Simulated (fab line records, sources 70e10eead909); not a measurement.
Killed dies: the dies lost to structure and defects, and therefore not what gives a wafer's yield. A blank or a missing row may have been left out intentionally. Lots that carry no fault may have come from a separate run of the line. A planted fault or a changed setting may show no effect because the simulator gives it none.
Chamber matching ; flow nand harc ; NHARC_A_ZERO_WELL_DESCUM_12 on rie diel-06: 4 sister chambers
The step chemistry O2, time 3 s. 8 wafers are shown with their chamber, then 7 later ones without.

WAFERS PAIRED WITH THEIR CHAMBERS
wafer;chamber;drypump motor current A (A);oes product au (a.u.)
L176.1;3;5.4;0.994
L176.3;0;5.9;0.987
L176.4;2;5.4;0.988
L177.3;0;5.8;0.969
L177.4;1;5.4;0.992
L177.6;1;5.4;0.996
L178.1;2;5.4;0.984
L178.2;3;5.4;1.001

WAFERS WITHOUT THEIR CHAMBER
wafer;drypump motor current A (A);oes product au (a.u.)
L178.3;5.4;0.977
L182.1;5.5;0.967
L182.3;5.4;0.996
L182.5;5.4;1.003
L186.4;5.4;0.973
L186.5;5.8;0.980
L186.6;5.4;0.988

CHAMBER TAKEN BY EACH
wafer;from the rows above;in truth
L178.3;can't be placed: 2 or 1 or 3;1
L182.1;can't be placed: 2 or 1 or 3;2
L182.3;can't be placed: 3 or 1 or 2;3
L182.5;can't be placed: 3 or 1 or 2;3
L186.4;can't be placed: 2 or 1 or 3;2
L186.5;0;0
L186.6;can't be placed: 2 or 1 or 3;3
Correctly placed: 1 of 7. Cannot be placed on the basis of these rows: 6; the candidates contain the true chamber in 6. Wrongly placed: 0.
How it was worked out, from the rows above alone: a wafer's distance from a chamber is the root of the sum, over the readings, of the square of ((its reading less the chamber's mean) divided by the reading's scatter). If the next closest chamber is less than 2 further off than the closest, the wafer can't be placed; otherwise it belongs to the closest. A chamber's mean is the mean of its shown wafers. How the scatter is found: for the shown wafers, subtract from each reading the mean of its chamber, square and add these, divide the total by (wafers less chambers), then take the root.
